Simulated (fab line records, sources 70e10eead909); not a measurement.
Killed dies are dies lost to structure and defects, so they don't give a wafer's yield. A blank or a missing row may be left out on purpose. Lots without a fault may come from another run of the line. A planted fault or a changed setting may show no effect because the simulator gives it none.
A sampling plan put to the test | flow nand_harc | one fab line, 23 faults that these records tell of, each judged on the records of the lots that it struck
The plan is the line's own looks: the steps of the route at which a gauge or an inspection reads the wafer and doesn't change it. A look can be judged if struck wafers have a number there and the file gives its usual mean and standard deviation on fault-free wafers. Caught: at a look after the fault's first step, the mean of the struck wafers lies 4 or more of those standard deviations (sigma) from the usual mean. On the tool: the same test on the tool's own readings at the fault's steps. Another recipe on the struck wafers, or a record that is blank for them alone, also counts as caught.

THE FAULTS, as the simulator had put them in
1. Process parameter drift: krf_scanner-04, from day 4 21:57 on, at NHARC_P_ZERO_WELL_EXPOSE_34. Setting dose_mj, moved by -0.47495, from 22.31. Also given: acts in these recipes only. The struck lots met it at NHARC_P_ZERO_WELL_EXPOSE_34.
2. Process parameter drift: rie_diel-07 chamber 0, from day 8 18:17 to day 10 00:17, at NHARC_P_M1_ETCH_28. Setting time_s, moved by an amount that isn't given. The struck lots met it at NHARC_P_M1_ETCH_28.
3. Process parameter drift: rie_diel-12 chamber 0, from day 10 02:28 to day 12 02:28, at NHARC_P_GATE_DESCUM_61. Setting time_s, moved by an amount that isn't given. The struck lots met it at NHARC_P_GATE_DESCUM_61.
4. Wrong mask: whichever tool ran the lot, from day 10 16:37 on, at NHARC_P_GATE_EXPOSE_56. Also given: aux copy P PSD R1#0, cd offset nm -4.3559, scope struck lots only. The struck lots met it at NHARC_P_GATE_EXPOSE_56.
5. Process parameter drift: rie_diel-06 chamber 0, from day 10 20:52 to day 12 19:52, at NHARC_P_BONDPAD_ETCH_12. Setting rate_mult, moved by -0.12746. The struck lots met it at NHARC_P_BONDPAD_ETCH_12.
6. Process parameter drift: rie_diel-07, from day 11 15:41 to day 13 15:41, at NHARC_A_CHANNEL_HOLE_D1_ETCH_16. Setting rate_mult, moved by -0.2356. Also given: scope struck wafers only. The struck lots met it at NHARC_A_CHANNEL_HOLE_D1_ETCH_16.
7. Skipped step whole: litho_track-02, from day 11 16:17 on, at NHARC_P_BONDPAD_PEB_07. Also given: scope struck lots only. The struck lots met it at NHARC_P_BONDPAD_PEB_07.
8. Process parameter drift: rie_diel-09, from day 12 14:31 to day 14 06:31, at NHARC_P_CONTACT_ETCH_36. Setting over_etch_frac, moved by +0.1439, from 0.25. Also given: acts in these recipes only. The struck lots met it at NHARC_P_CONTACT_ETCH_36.
9. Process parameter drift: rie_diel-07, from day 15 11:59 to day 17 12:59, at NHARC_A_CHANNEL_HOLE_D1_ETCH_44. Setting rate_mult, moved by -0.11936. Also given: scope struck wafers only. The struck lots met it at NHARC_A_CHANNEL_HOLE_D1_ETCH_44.
10. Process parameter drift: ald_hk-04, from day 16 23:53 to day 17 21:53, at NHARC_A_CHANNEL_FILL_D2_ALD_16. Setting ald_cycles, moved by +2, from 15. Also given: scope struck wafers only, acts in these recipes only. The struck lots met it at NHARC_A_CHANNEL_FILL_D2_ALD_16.
11. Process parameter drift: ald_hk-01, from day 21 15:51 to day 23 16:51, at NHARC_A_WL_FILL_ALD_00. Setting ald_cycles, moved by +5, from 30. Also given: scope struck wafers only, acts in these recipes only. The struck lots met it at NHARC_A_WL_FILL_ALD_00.
12. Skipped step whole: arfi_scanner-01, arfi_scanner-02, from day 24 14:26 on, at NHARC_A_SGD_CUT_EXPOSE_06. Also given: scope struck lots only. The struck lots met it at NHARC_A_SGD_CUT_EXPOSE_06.
13. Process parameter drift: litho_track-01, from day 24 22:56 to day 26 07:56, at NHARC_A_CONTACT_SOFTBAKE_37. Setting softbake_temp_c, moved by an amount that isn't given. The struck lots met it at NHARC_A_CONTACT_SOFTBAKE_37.
14. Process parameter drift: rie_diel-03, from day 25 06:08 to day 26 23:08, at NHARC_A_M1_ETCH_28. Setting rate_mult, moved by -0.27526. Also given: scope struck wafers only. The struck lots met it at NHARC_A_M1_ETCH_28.
15. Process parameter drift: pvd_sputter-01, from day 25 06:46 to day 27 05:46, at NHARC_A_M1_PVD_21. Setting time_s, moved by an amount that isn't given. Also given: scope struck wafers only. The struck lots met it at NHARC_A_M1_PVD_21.
16. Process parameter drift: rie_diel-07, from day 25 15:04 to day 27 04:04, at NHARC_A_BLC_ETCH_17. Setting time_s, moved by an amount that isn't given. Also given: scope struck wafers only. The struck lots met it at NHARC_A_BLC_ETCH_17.
17. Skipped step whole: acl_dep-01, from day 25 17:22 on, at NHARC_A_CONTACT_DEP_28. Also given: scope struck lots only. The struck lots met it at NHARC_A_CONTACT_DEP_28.
18. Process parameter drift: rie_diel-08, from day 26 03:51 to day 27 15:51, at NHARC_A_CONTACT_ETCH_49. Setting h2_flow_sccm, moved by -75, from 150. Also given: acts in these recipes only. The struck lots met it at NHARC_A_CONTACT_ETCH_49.
19. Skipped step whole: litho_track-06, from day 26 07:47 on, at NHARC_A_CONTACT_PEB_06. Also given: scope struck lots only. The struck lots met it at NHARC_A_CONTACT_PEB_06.
20. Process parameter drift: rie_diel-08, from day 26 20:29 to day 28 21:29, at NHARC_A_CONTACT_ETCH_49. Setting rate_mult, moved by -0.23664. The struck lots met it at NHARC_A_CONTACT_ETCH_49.
21. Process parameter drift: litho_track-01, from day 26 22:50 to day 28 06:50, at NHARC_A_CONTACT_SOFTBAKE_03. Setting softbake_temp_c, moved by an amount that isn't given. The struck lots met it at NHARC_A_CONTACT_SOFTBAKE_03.
22. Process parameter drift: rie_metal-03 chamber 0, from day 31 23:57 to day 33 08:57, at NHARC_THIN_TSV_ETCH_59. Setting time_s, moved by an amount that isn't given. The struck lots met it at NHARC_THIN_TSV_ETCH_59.
23. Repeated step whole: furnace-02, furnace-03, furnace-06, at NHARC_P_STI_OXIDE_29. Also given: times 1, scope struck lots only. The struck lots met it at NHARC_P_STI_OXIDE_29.

WHAT THE PLAN SAW
fault | on the tool itself                               | first look that catches it                      | reading, sigma                                       | median hours from its first step to that look | hours from the fault's start to the first struck lot there | judged looks passed uncaught
1     | exposure_dose_mJ_cm2 -26 sigma                   | not the one look that can be judged after it    | -                                                    | -                                             | -                                                          | 1
2     | run_length_s -32 sigma                           | none of the 2 looks that can be judged after it | -                                                    | -                                             | -                                                          | 2
3     | run_length_s -6.4 sigma                          | no look after it can be judged                  | -                                                    | -                                             | -                                                          | 0
4     | under 2 sigma                                    | not the one look that can be judged after it    | -                                                    | -                                             | -                                                          | 1
5     | oes_product_au -4.3 sigma                        | not the one look that can be judged after it    | strongest: cd_nm at NHARC_P_BONDPAD_CD_MEAS_13, -2.7 | -                                             | -                                                          | 1
6     | oes_product_au -17 sigma                         | NHARC_END_SORT_01                               | killed_at_array +23                                  | 390.1                                         | 405                                                        | 0
7     | the tool's record is blank for the struck wafers | no look after it can be judged                  | -                                                    | -                                             | -                                                          | 0
8     | under 2 sigma                                    | no look after it can be judged                  | -                                                    | -                                             | -                                                          | 0
9     | oes_product_au -8.4 sigma                        | NHARC_END_SORT_01                               | killed_at_array +38                                  | 397.0                                         | 398                                                        | 0
10    | under 2 sigma                                    | no look after it can be judged                  | -                                                    | -                                             | -                                                          | 0
11    | under 2 sigma                                    | no look after it can be judged                  | -                                                    | -                                             | -                                                          | 0
12    | no reading that can be judged                    | no look after it can be judged                  | -                                                    | -                                             | -                                                          | 0
13    | heater_power_total_W -13 sigma                   | not the one look that can be judged after it    | -                                                    | -                                             | -                                                          | 1
14    | oes_product_au -19 sigma                         | not the one look that can be judged after it    | -                                                    | -                                             | -                                                          | 1
15    | under 2 sigma                                    | no look after it can be judged                  | -                                                    | -                                             | -                                                          | 0
16    | run_length_s -91 sigma                           | no look after it can be judged                  | -                                                    | -                                             | -                                                          | 0
17    | the tool's record is blank for the struck wafers | no look after it can be judged                  | -                                                    | -                                             | -                                                          | 0
18    | h2_flow_sccm -99 or beyond sigma                 | no look after it can be judged                  | -                                                    | -                                             | -                                                          | 0
19    | the tool's record is blank for the struck wafers | no look after it can be judged                  | -                                                    | -                                             | -                                                          | 0
20    | oes_product_au -15 sigma                         | not the one look that can be judged after it    | -                                                    | -                                             | -                                                          | 1
21    | heater_power_total_W +12 sigma                   | not the one look that can be judged after it    | -                                                    | -                                             | -                                                          | 1
22    | run_length_s -30 sigma                           | no look after it can be judged                  | -                                                    | -                                             | -                                                          | 0
23    | no reading that can be judged                    | not the one look that can be judged after it    | -                                                    | -                                             | -                                                          | 1
A dash: the fault isn't caught, or these records don't give the number.

Caught at a look: 2 of 23. Caught on the tool: 16 of 23. By one or the other: 16 of 23.
Caught on the tool alone: faults 1, 2, 3, 5, 7, 13, 14, 16, 17, 18, 19, 20, 21, 22.
Caught by neither: faults 4, 8, 10, 11, 12, 15, 23.

THINNER SAMPLING
If the look that catches a fault measured only every second or every third lot, by lot number, the first struck lot would be measured this late in the worst case:
fault | struck lots at that look, in order of time | every lot | every second lot | every third lot
6     | L575, L578                                 | 405 h     | 415 h            | may miss all 2
9     | L143, L144                                 | 398 h     | 422 h            | may miss all 2
Hours are from the fault's start to the first struck lot that is measured. The limit of 4 sigma was tested on all struck wafers together, so one lot alone may lie under it. Other struck lots may not be in these records.

THE LONGEST TIMED WAY FROM STEP TO LOOK
Fault 9: a median of 397.0 hours passes between NHARC_A_CHANNEL_HOLE_D1_ETCH_44 and NHARC_END_SORT_01. No look between them can be judged.
